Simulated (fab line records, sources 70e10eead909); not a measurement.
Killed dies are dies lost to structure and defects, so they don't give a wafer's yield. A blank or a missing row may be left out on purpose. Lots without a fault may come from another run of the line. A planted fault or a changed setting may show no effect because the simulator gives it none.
fab line records | flow nand_harc
record lots=6 wafers=18 last_day=32
route steps=1302 shown A_CHANNEL_FILL_D2@625 END@1302
lots that met no fault: from a run of the same line without faults
start_h: hours from the record's first day to the start of the lot's first wafer shown | wait_h: hours since the lot's step before | " the same as in the row above | L1.1+2: a row that stands for several wafers | - no value, or no start given | * or withheld: withheld | < > ~ a bound
route shown NAME@n: a module of which the file shows steps, and the number in the route of the first | usual: mean/standard deviation of fault-free wafers | same: alike in all rows | chamber/n: place in a boat | sites: the reading at each site | _std_site: their standard deviation | _edge_site: outer sites' mean less inner sites' | radius_mm: how far each site lies from the wafer's centre | mask NAME#n: copy n | behind: the tool/chamber that last shaped the wafer | hold: why the lot was held/for how many hours/how that ended | device: the transistor (n, p or np) that didn't switch | end of line: the same wafers' tests at the end of the route | a step without rows: its recipe alone | killed: dies lost to structure and defects at the first sort, not the wafer's yield | map: a wafer's dies, x killed, . not, _ none there
set.NAME: the setting as run; set.NAME@STEP: as run at that earlier step | model.NAME: the simulator's own value behind a step, which no gauge read
lots at some steps of the route; a table a step, a row a wafer
services: from which hour (start_h, from the record's first day; less than 0 if before it) a tool's chamber was out of use, for how many hours, and why
## steps
# step NHARC_A_CHANNEL_FILL_D2_ANNEAL_22
# recipe temp_c=620 time_s=7200
# step NHARC_A_CHANNEL_FILL_D2_ALD_25
# recipe target_thk_a=600 pulse_time_s=10 ald_cycles=600 temp_c=300 material=SiOx
# usual heater_power_w=477/45 precursor_pulse_height_rel=1.000/0.02
# columns lot.wafer tool chamber start_h wait_h heater_power_w precursor_pulse_height_rel
L706.4 ald_hk-02 0 348.78 1.3 500 1.030
L706.1 " 1 " " 494 0.999
L706.5 " 2 " " 595 1.022
L707.3 ald_hk-04 1 366.41 1.3 544 0.997
L707.1 " 2 " " 441 0.986
L707.5 " 3 " " 414 1.006
L709.2 ald_hk-01 0 366.43 1.3 453 1.019
L709.3 " 2 368.86 3.7 465 1.014
L709.6 " 3 370.08 4.9 443 0.987
L716.2 ald_hk-01 2 445.50 0.7 477 0.994
L716.3 " 0 446.73 1.9 456 0.999
L716.5 " 1 " " 438 1.018
L719.2 ald_hk-01 3 478.81 0.1 445 1.010
L719.3 " 0 " " 460 0.987
L719.4 " 1 " " 444 0.990
L727.3 ald_hk-01 1 547.68 0.1 455 1.007
L727.2 " 2 548.91 1.3 420 0.999
L727.1 " 3 550.14 2.5 455 0.969
# step NHARC_A_CHANNEL_FILL_D2_ETCHBACK_08
# recipe target_depth_a=2200 time_s=110 c4f8_flow_sccm=20 ar_flow_sccm=withheld rf_w=600 bias_w=300 chemistry=C4F8
# usual oes_product_au=0.96/0.037 rf_vpp_V=442.7/2.2
# columns lot.wafer tool chamber start_h wait_h oes_product_au rf_hours_counter_h rf_vpp_V
L706.4 rie_diel-07 3 - - 0.92 1 440.7
L706.1 " 0 " " 0.92 1 444.5
L706.5 " 2 " " 0.92 - 439.6
L707.1 rie_diel-07 0 - - 1.00 2 442.4
L707.3 " 1 " " 1.00 3 445.4
L707.5 " 0 " " 0.99 - 445.5
L709.3 rie_diel-03 3 - - 1.00 2 441.9
L709.2 " 1 " " 0.99 2 442.7
L709.6 " 3 " " 1.00 - 442.6
L716.2 rie_diel-07 2 - - 0.93 4 440.0
L716.3 " 3 " " 0.93 3 440.5
L716.5 " 1 " " 0.93 - 446.5
L719.3 rie_diel-03 1 - - 1.00 1 440.8
L719.4 " 2 " " 0.99 1 444.8
L719.2 " 0 " " 0.99 1 445.2
L727.2 rie_diel-03 3 - - 0.99 3 441.7
L727.1 " 0 " " 1.00 3 444.9
L727.3 " 1 " " 1.01 3 441.4
# step NHARC_A_CHANNEL_FILL_D2_STRIP_29
# recipe time_s=20 o2_flow_sccm=500 ar_flow_sccm=0 bias_w=0 chemistry=O2
# usual drypump_motor_current_A=5.8/0.4 mfc_ar_sccm=0.008/0.0096 oes_product_au=0.998/0.0075 rf_vpp_V=58.0/0.96 showerhead_plenum_p_Torr=3.63/0.12 throttle_valve_pct=17.037/0.0099
# columns lot.wafer tool chamber start_h wait_h drypump_motor_current_A mfc_ar_sccm oes_product_au rf_hours_counter_h rf_vpp_V showerhead_plenum_p_Torr throttle_valve_pct
L706.4 rie_diel-07 2 - - 5.8 0 1.000 1 58.5 3.45 17.048
L706.1 " 1 " " 6.2 0.018 1.016 1 58.6 3.77 17.045
L706.5 " 3 " " 5.8 0.029 0.995 - 59.1 3.47 17.050
L707.3 rie_diel-07 0 370.90 0.1 4.8 0.012 0.995 2 57.3 3.71 17.036
L707.1 " 1 " " 6.2 0.018 0.993 3 58.5 3.76 17.046
L707.5 " 2 " " 5.8 0 0.988 - 57.1 3.45 17.034
L709.3 rie_diel-03 0 - - 5.5 0 1.008 2 58.6 3.76 17.039
L709.2 " 3 " " 5.8 0 1.000 2 58.3 3.62 17.039
L709.6 " 1 " " 6.3 0 0.998 - 58.9 3.56 17.022
L716.3 rie_diel-07 3 - - 5.8 0.029 0.989 3 56.5 3.47 17.027
L716.2 " 0 " " 4.8 0.012 0.991 4 58.7 3.71 17.039
L716.5 " 2 " " 5.9 0 1.005 - 57.2 3.44 17.053
L719.4 rie_diel-03 1 - - 6.2 0 0.991 1 57.9 3.56 17.033
L719.3 " 2 " " 5.7 0.011 1.005 1 58.1 3.71 17.038
L719.2 " 3 " " 5.8 0 0.996 1 58.1 3.62 17.047
L727.1 rie_diel-03 3 - - 5.8 0 0.989 3 59.8 3.62 17.027
L727.2 " 0 " " 5.5 0 0.992 3 58.3 3.76 17.031
L727.3 " 2 " " 5.8 0.011 1.004 3 57.9 3.71 17.041
# step NHARC_A_CHANNEL_FILL_D2_PRECLEAN_30
# recipe time_s=30 chemistry=dHF
# step NHARC_A_CHANNEL_FILL_D2_SRD_31
# step NHARC_A_CHANNEL_FILL_D2_CVD_09
# recipe target_thk_a=1500 temp_c=620 pressure_mtorr=200 time_s=3000 material=poly-Si
# step NHARC_A_CHANNEL_FILL_D2_CMP_10
# recipe target_thk_nm=150
# usual motor_current_A=12.5/0.99 pad_life_wafers=175/79 time_to_endpoint_s=14.8/2.5
# columns lot.wafer tool chamber start_h wait_h motor_current_A pad_life_wafers time_to_endpoint_s
L706.4 cmp-02 1 360.17 0.4 11.8 96 16.1
L706.1 " 3 " " 11.0 98 15.8
L706.5 " 2 " " 12.2 - 14.9
L707.1 cmp-02 0 376.62 0.4 12.4 163 16.6
L707.3 " 1 " " 11.0 164 13.8
L707.5 " 3 " " 10.0 - 16.3
L709.3 cmp-03 3 380.10 0.4 12.4 66 16.4
L709.2 " 1 " " 11.9 68 17.4
L709.6 " 0 " " 12.7 - 17.9
L716.2 cmp-01 1 456.67 0.4 13.8 234 13.6
L716.3 " 3 " " 11.2 236 14.7
L716.5 " 1 " " 12.9 - 14.3
L719.4 cmp-02 2 490.33 0.4 12.1 210 14.9
L719.3 " 3 " " 11.2 211 17.0
L719.2 " 1 " " 11.6 213 15.7
L727.2 cmp-02 3 562.76 0.4 10.7 127 14.3
L727.3 " 0 " " 13.8 128 12.7
L727.1 " 1 " " 11.8 129 14.3
# step NHARC_A_CHANNEL_FILL_D2_SRD_12
# step NHARC_A_CHANNEL_FILL_D2_RTA_24
# recipe temp_c=1000 time_s=5
# usual lamp_power_pct=33.7/0.88 wafer_temp_C_max=1004.7/1.8
# columns lot.wafer tool chamber start_h wait_h lamp_power_pct wafer_temp_C_max
L706.1 rtp_anneal-01 0 360.60 0.0 32.6 1002.6
L706.4 " 0 " " 32.7 1002.3
L706.5 " 0 " " 32.7 1002.6
L707.1 rtp_anneal-02 0 377.56 0.6 34.4 1008.0
L707.3 " 0 " " 34.4 1006.7
L707.5 " 0 " " 34.4 1008.4
L709.2 rtp_anneal-02 0 380.69 0.2 34.4 1008.5
L709.3 " 0 " " 34.5 1006.3
L709.6 " 0 " " 34.3 1004.4
L716.2 rtp_anneal-02 0 457.29 0.2 34.5 1004.3
L716.3 " 0 " " 34.4 1005.9
L716.5 " 0 " " 34.5 1004.7
L716.2 rtp_anneal-02 0 457.94 0.6 34.5 1004.8
L716.3 " 0 " " 34.5 1004.1
L716.5 " 0 " " 34.4 1007.7
L719.2 rtp_anneal-01 0 490.79 0.1 32.7 1002.5
L719.3 " 0 " " 32.6 1004.1
L719.4 " 0 " " 32.6 1003.1
L719.2 rtp_anneal-01 0 491.16 0.3 32.7 1002.0
L719.3 " 0 " " 32.7 1002.6
L719.4 " 0 " " 32.7 1002.6
L727.1 rtp_anneal-02 0 563.15 0.0 34.5 1003.9
L727.2 " 0 " " 34.5 1004.9
L727.3 " 0 " " 34.4 1004.6
# step NHARC_A_CHANNEL_FILL_D2_INSPECT_13
# usual raw_defect_count=406/160
# columns lot.wafer tool chamber start_h wait_h raw_defect_count
L706.1 defect_inspect-01 - 360.80 0.2 364
L706.4 " - " " 331
L706.5 " - " " 398
L707.1 defect_inspect-01 - 377.75 0.2 476
L707.3 " - " " 195
L707.5 " - " " 187
L709.2 defect_inspect-01 - 380.86 0.1 930
L709.3 " - " " 710
L709.6 " - " " 709
L716.2 defect_inspect-01 - 458.11 0.1 288
L716.3 " - " " 286
L716.5 " - " " 293
L719.2 defect_inspect-01 - 491.33 0.1 231
L719.3 " - " " 195
L719.4 " - " " 184
L727.1 defect_inspect-01 - 563.35 0.2 287
L727.2 " - " " 407
L727.3 " - " " 324
# step NHARC_END_SORT_01
# recipe temp_c=25
# usual killed_at_array=54/16 killed_at_other=0.6/0.86 killed_at_periphery=3.8/2.6 killed_dies=58/16 killed_open=3.3/1.8 killed_short=2.7/1.7
# same gross_dies=677
# columns lot.wafer tool chamber start_h wait_h killed_at_array killed_at_other killed_at_periphery killed_dies killed_open killed_short
L716.2 prober-01 0 698.10 2.8 71 0 7 78 1 1
L716.3 prober-01 0 698.91 3.1 71 0 9 80 0 2
L716.5 prober-01 0 700.53 3.7 84 0 2 86 3 1
# killed by level:class
L716.2 A_CHANNEL_HOLE_D1:chamber_film_flake=25 A_SLIT:chamber_film_flake=21 A_CHANNEL_HOLE_D2:chamber_film_flake=14 A_BLC:chamber_film_flake=7 P_GATE:chamber_film_flake=6 A_STAIRCASE:chamber_film_flake=2 P_CONTACT:geometric_particle:open=1 A_WL_FILL:geometric_particle:short=1
L716.3 A_CHANNEL_HOLE_D1:chamber_film_flake=31 A_SLIT:chamber_film_flake=18 P_GATE:chamber_film_flake=6 A_CHANNEL_HOLE_D2:chamber_film_flake=6 A_CONTACT:chamber_film_flake=5 A_WL_FILL:chamber_film_flake=4 A_STAIRCASE:chamber_film_flake=3 A_BLC:chamber_film_flake=3
L716.5 A_CHANNEL_HOLE_D1:chamber_film_flake=31 A_SLIT:chamber_film_flake=20 A_CHANNEL_HOLE_D2:chamber_film_flake=12 A_STAIRCASE:chamber_film_flake=5 A_BLC:chamber_film_flake=4 A_CONTACT:chamber_film_flake=4 P_GATE:chamber_film_flake=2 A_DECK1_JOINT:chamber_film_flake=2
## services
# columns tool chamber start_h hours kind
ald_hk-04 - 325.21 0.5 repair
cmp-02 - 330.60 4.0 pm
cmp-03 - 336.52 1.0 repair
cmp-03 - 358.00 4.0 pm
rie_diel-07 3 361.64 23.6 repair
rtp_anneal-01 - 372.00 12.0 pm
cmp-03 - 375.76 0.6 repair
cmp-01 - 398.30 4.0 pm
cmp-02 - 407.28 11.3 repair
ald_hk-04 - 425.84 0.6 repair
cmp-02 - 428.60 4.0 pm
cmp-03 - 456.00 4.0 pm
rie_diel-03 - 458.30 9.0 pm
rie_diel-07 - 471.20 9.0 pm
rie_diel-07 3 482.17 1.8 repair
rie_diel-07 2 484.21 4.3 repair
cmp-01 - 496.30 4.0 pm
rie_diel-03 0 498.80 6.5 repair
cmp-02 - 518.57 2.6 repair
cmp-03 - 520.52 1.1 repair
ald_hk-04 - 521.28 2.5 repair
cmp-02 - 526.60 4.0 pm
cmp-02 - 535.30 0.3 repair
rie_diel-07 3 546.66 8.5 repair
## key
first_sign step=NHARC_A_CHANNEL_FILL_D2_RTA_24 reading=visit direction=added
effect none on later readings
met_at NHARC_A_CHANNEL_FILL_D2_RTA_24
struck_wafers L716.2,L716.3,L716.5,L719.2,L719.3,L719.4
tester_left_out L716,L719
fault kind=repeated_step_whole tool=rtp_anneal-01,rtp_anneal-02 chamber=- onset_h=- steps=NHARC_A_CHANNEL_FILL_D2_RTA_24 times=1 scope=struck_lots_only
# tester_left_out: of these lots the tester's yield and bins aren't shown, on N5 and GAA mostly nor the transistor test; their killed dies are dies lost to structure and defects alone, not to doping, threshold or leakage, so they don't give the yield
